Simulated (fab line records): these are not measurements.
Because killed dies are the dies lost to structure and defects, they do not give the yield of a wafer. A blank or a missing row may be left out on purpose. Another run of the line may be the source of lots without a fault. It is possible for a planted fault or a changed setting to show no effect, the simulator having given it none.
A struck lot beside a sound one ; flow nand_harc ; 16 steps out of a route of 1302
Sound: wafers L793.1, L793.3, L793.4. Struck: wafers L809.2, L809.3, L809.4. The cause comes at the end.
For every step that has rows: the tool of each side, followed by ch and its chambers, followed by its first start. Under that, the readings that differ: sound wafers ; struck wafers ; difference of the means ; sigmas: that difference in standard deviations of wafers without a fault.
alike: readings with means less than 2 such deviations apart, plus words and numbers identical on both sides. not compared: withheld readings, readings lacking a value on some wafer, bounds such as >300 that could conceal the same value, and numbers that have no deviation in the record and whose values overlap.
Wherever a step has rows on one side only, a row that says differs or no value, or a row with sigmas, the two part there. Non-overlapping numbers with no deviation appear without sigmas and do not part them. A reading missing from all wafers of one side parts the sides only when that side holds two or more wafers.

NHARC_P_START_INSPECT_01:
  sound: defect_inspect-01 at day 1 20:02; struck: defect_inspect-01 at day 8 12:02
  alike: raw_defect_count
then, 10 steps without rows for these wafers: NHARC_P_ZERO_WELL_PRECLEAN_00 (cleans in SPM, time 600 s); NHARC_P_ZERO_WELL_SRD_01; NHARC_P_ZERO_WELL_PECVD_02 (deposits SiO2, target thk 10 nm); NHARC_P_ZERO_WELL_DEHYDRATE_03 (time 120 s); NHARC_P_ZERO_WELL_HMDS_04 (time 30 s); NHARC_P_ZERO_WELL_COAT_64 (time 65 s); NHARC_P_ZERO_WELL_COAT_05 (resist thk 600 nm); NHARC_P_ZERO_WELL_SOFTBAKE_06 (time 70 s); NHARC_P_ZERO_WELL_EBR_07; NHARC_P_ZERO_WELL_EXPOSE_08 (exposes mask P ZERO, target cd 500 nm).
NHARC_P_ZERO_WELL_PEB_09: peb time 80 s.
  sound on litho_track-07 ch 0, day 1 21:13; struck on litho_track-05 ch 0, day 8 13:09
reading;sound;struck;difference;sigmas
heater_power_total_W (W);188.9 188.7 189.1;198.0 198.8 198.5;+9.5;+12
plate_temp_C (C);127.96 128.01 127.95;132.69 132.51 132.47;+4.58;+38
  alike: exhaust_pa
then, 1 step without rows for these wafers: NHARC_P_ZERO_WELL_DEVELOP_10 (time 50 s).
NHARC_P_ZERO_WELL_CD_MEAS_11: target cd 500 nm.
  sound on cd_sem-02 ch 0, day 1 21:18; struck on cd_sem-01 ch 0, day 8 13:14
reading;sound;struck;difference;sigmas
cd_nm (nm);501.6 496.8 500.8;527.2 526.4 523.9;+26.1;+13
then, 1 step without rows for these wafers: NHARC_P_ZERO_WELL_HARDBAKE_12 (time 65 s).
-- the record jumps here: 22 days lie between the struck wafers' starts before and after (it left off in module P_ZERO_WELL and takes up again in module END, whose first step shown is number 1302 of the route) --
NHARC_END_SORT_01:
  only the struck wafers appear in the record here, on prober-01 ch 0 at day 30 19:46; the sound ones have no rows

WHERE THEY PART
Earliest at NHARC_P_ZERO_WELL_PEB_09; latest, in this record, at NHARC_END_SORT_01.

WHY: what the simulator had put in
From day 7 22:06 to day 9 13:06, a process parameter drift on litho_track-05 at NHARC_P_ZERO_WELL_PEB_09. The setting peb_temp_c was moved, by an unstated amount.
